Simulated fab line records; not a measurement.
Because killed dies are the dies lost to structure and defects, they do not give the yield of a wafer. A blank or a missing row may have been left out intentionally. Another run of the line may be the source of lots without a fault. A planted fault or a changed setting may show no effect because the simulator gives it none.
Struck lot and sound lot, side by side    flow n5 finfet    36 steps out of a route of 1938
Sound: wafers L456.3, L456.5, L456.6. Struck: wafer L452.3 (left out: L452.5, a lot-mate that was not struck); the cause follows at the end.
Each step with rows lists, per side, the tool, then ch with its chambers, then its first start. Under that, the readings that differ: sound wafers    struck wafers    difference of the means    sigmas: that difference in standard deviations of wafers without a fault.
alike: words and numbers the same on both sides, and readings whose means are apart by under 2 such deviations; not compared: readings that were withheld, readings missing a value for some wafer, numbers with overlapping values and no deviation given by the record, and bounds like >300 which may hide the same value.
Wherever a step has rows on one side only, a row that says differs or no value, or a row with sigmas, the two part there. Numbers that don't overlap but have no deviation are shown without sigmas and don't part them. A reading missing from all wafers of one side parts the sides only when that side holds two or more wafers.

first, 10 steps without rows for these wafers: N5_STI_FIN_REVEAL_PRECLEAN_18 (cleans in SC2, time 45 s); N5_STI_FIN_REVEAL_SRD_28 (time 30 s); N5_DUMMY_GATE_PRECLEAN_00 (cleans in O3/DIW, time 60 s); N5_DUMMY_GATE_SRD_01 (time 30 s); N5_DUMMY_GATE_ALD_02 (deposits SiO2, target thk 2 nm, pulse time 1 s); N5_DUMMY_GATE_CVD_03 (deposits a-Si from SiH4, target thk 150 nm, time 8042 s); N5_DUMMY_GATE_PRECLEAN_46 (cleans in DIW, time 89.5 s); N5_DUMMY_GATE_SRD_47 (dry time 32 s); N5_DUMMY_GATE_CMP_04 (polishes a-Si); N5_DUMMY_GATE_HM_DEP_06 (deposits SiNx from DCS/NH3, target thk 80 nm, time 5141 s).
N5_DUMMY_GATE_PECVD_30: deposits SiO2 from TEOS/O2, target thk 55 nm, time 10.8 s.
  sound on pecvd-04 ch 1,2, day 7 05:37; struck on pecvd-03 ch 1, day 6 03:46
reading                                        sound           struck  difference  sigmas
model.SiO2_of_DUMMY_GATE_PECVD_30.thk nm (nm)  55.2 55.6 55.6  49.8    -5.7        
  not compared: susceptor temp C
then, 22 steps without rows for these wafers: N5_DUMMY_GATE_COAT_34 (time 60 s, resist thk 60 nm); N5_DUMMY_GATE_COAT_35 (time 60 s, resist thk 10 nm); N5_DUMMY_GATE_COAT_28 (time 60 s, resist thk 10 nm); N5_DUMMY_GATE_COAT_09 (resist thk 30 nm); N5_DUMMY_GATE_EBR_11; N5_DUMMY_GATE_SOFTBAKE_10 (time 60 s); N5_DUMMY_GATE_EXPOSE_12 (exposes mask GATE, target cd 25 nm); N5_DUMMY_GATE_PEB_13 (peb time 60 s); N5_DUMMY_GATE_DEVELOP_14 (develop time 30 s); N5_DUMMY_GATE_DESCUM_20 (chemistry O2, time 6.2 s); N5_DUMMY_GATE_ETCH_29 (etches underlayer in N2/H2, target depth 13 nm); N5_DUMMY_GATE_ETCH_36 (etches SiARC in CF4, target depth 13 nm); N5_DUMMY_GATE_ETCH_37 (etches SOC in N2/H2, target depth 60 nm, overetch 30 nm); N5_DUMMY_GATE_STRIP_38 (strips in N2/H2); N5_DUMMY_GATE_STRIP_39 (strips in N2/H2); N5_DUMMY_GATE_TRIM_49 (chemistry O2, time 29 s, target cd 14 nm); N5_DUMMY_GATE_STRIP_40 (strips in CF4); N5_DUMMY_GATE_ETCH_31 (etches SiO2 in C4F6/O2, target depth 82.5 nm, time 27.5 s); N5_DUMMY_GATE_STRIP_41 (strips in O2); N5_DUMMY_GATE_HM_OPEN_21 (chemistry CH3F/O2, target SiNx, target depth 120 nm, time 171.4 s); N5_DUMMY_GATE_ETCH_32 (etches SiO2 in CF4, target depth 3.5 nm, time 3.9 s); N5_DUMMY_GATE_ETCH_23 (etches poly-Si in HBr/Cl2/O2, target depth 41 nm, time 22.3 s).
N5_DUMMY_GATE_ETCH_44: etches poly-Si in HBr/O2, stops on SiO2, target depth 127.5 nm.
  sound on rie si-01 ch 0,2,3, day 7 06:50; struck on rie si-01 ch 0, day 6 05:13
reading                                        sound         struck  difference  sigmas
model.SiO2_of_DUMMY_GATE_PECVD_30.thk nm (nm)  38.2 39 38.6  33.2    -5.4        
  alike: drypump motor current A, oes product au, throttle valve pct
  not compared: rf hours counter h
-- the record jumps here: 5 days lie between the struck wafers' starts before and after (it left off in module DUMMY_GATE and takes up again in module BEOL_M4, whose first step shown is number 1111 of the route) --
N5_BEOL_M4_RC_MEAS_101:
  sound on prober-02 ch 0, day 12 13:04; struck on prober-01 ch 0, day 11 02:29
  alike: DIBL_N, DIBL_P, IOFF_N, IOFF_P, ION_N, ION_P, SS_N, SS_P, VT_N, VT_P
-- record jumps: 5 days separate the struck wafers' starts on either side; left off in module BEOL_M4, taken up again in module PASSIVATION, whose first shown step is the route's number 1936 --
N5_PASSIVATION_PROBE_49:
  the record has rows for the struck wafers here (prober-02, day 15 17:01) and none for the sound ones

== WHERE THEY PART ==
Within this record, at N5_PASSIVATION_PROBE_49 only.

WHY: what had been put in by the simulator
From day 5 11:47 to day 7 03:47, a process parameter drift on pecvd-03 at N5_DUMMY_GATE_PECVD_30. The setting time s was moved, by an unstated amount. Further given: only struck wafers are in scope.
